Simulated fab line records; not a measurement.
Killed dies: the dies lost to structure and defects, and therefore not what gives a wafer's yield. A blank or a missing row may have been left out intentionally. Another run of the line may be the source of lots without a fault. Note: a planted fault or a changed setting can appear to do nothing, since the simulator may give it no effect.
What tool caused it?    flow nand-harc    18 wafers from 6 lots sampled at 5 of the route's 1159 steps

WHAT EACH GAUGE READ, for each wafer
NHARC_END_SORT_01.
lot   measured      on         killed-at-array
L126  day 19 12:31  prober-01  26 23 25
L131  day 20 15:22  prober-01  18 18 17
L136  day 21 11:17  prober-01  24 667 22
L143  day 23 14:46  prober-01  28 35 35
L146  day 24 12:14  prober-01  17 18 18
L149  day 26 01:17  prober-02  42 36 35

WHICH TOOL RAN EACH LOT (tool, then ch and the chambers of the sampled wafers, then the start)
lot   NHARC_A_STAIRCASE_DESCUM_219        NHARC_A_STAIRCASE_ETCH_221                     NHARC_A_STAIRCASE_TRIM_222                     NHARC_A_STAIRCASE_ETCH_232
L126  rie-diel-02 ch 0,1,2, day 11 02:06  rie-diel-02 ch 1,2,3, day 11 03:49 or earlier  rie-diel-02 ch 0,3, day 11 03:49 or earlier    rie-diel-07 ch 0,2,3, day 11 03:49
L131  rie-diel-07 ch 2,3, day 12 08:36    rie-diel-07 ch 2,3, day 12 10:11 or earlier    rie-diel-07 ch 0,3, day 12 10:11 or earlier    rie-diel-07 ch 0,2, day 12 10:11
L136  rie-diel-06 ch 0,1,3, day 13 15:45  rie-diel-06 ch 0,1,2, day 13 17:30 or earlier  rie-diel-06 ch 0,2, day 13 17:30 or earlier    rie-diel-07 ch 0,1,2, day 13 17:30
L143  rie-diel-06 ch 0,1,3, day 15 14:55  rie-diel-06 ch 0,1,2, day 15 16:27 or earlier  rie-diel-06 ch 0,2,3, day 15 16:27 or earlier  rie-diel-06 ch 0,1,3, day 15 16:27
L146  rie-diel-06 ch 1,3, day 16 08:41    rie-diel-06 ch 0,1,2, day 16 10:12 or earlier  rie-diel-06 ch 0,3, day 16 10:12 or earlier    rie-diel-06 ch 0,1,2, day 16 10:12
L149  rie-diel-06 ch 1,2, day 17 12:42    rie-diel-06 ch 1,2, day 17 14:58 or earlier    rie-diel-06 ch 1,2, day 17 14:58 or earlier    rie-diel-06 ch 0,1,2, day 17 14:58
- NHARC_A_STAIRCASE_DESCUM_219: chemistry O2, time 3 s.
- NHARC_A_STAIRCASE_ETCH_221: etches the open film in C4F8/O2, target depth 100 nm, time 40.5 s.
- NHARC_A_STAIRCASE_TRIM_222: chemistry O2, time 211.2 s.
- NHARC_A_STAIRCASE_ETCH_232: etches the open film in C4F8/O2, target depth 100 nm, time 40.5 s.

THE ANSWER, worked out from the rows above alone
Rule: the lots themselves supply what counts as usual. Put in order of their means at a reading, lots are off if they are a third of the lots or fewer, leave a main group of 4 or more, and stand apart from it by a gap of 3 or more times the standard deviation of the main group's means; of several such gaps the widest counts. The tables above print the reading to a certain number of digits; a main group whose means all agree to those digits is not used. A lot without any number at a reading at which 4 lots or more have one is off too. The other lots that the step has rows for count as sound.
Off: L136, at NHARC_END_SORT_01 (killed-at-array). The main group has a mean of 26 with a standard deviation of 8.
If a tool, at a process step before that reading, ran all the lots that are off and no sound lot after the first of them, it fits. Those tools and the gauges at NHARC_END_SORT_01 are tried in the same way. NHARC_A_STAIRCASE_ETCH_221 gives no start for some lots, so the hours and the order of its lots are those of NHARC_A_STAIRCASE_ETCH_232. NHARC_A_STAIRCASE_TRIM_222 gives no start for some lots, so the hours and the order of its lots are those of NHARC_A_STAIRCASE_ETCH_232. One fits: NHARC_A_STAIRCASE_ETCH_232 on rie-diel-07. A fault onset in the window from L131 (day 12 10:11, its last sound lot) to L136 (day 13 17:30, its first lot off) fits.

WHAT HAD BEEN PUT IN BY THE SIMULATOR
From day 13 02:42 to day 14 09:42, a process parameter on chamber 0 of rie-diel-07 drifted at NHARC_A_STAIRCASE_ETCH_232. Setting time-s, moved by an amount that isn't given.
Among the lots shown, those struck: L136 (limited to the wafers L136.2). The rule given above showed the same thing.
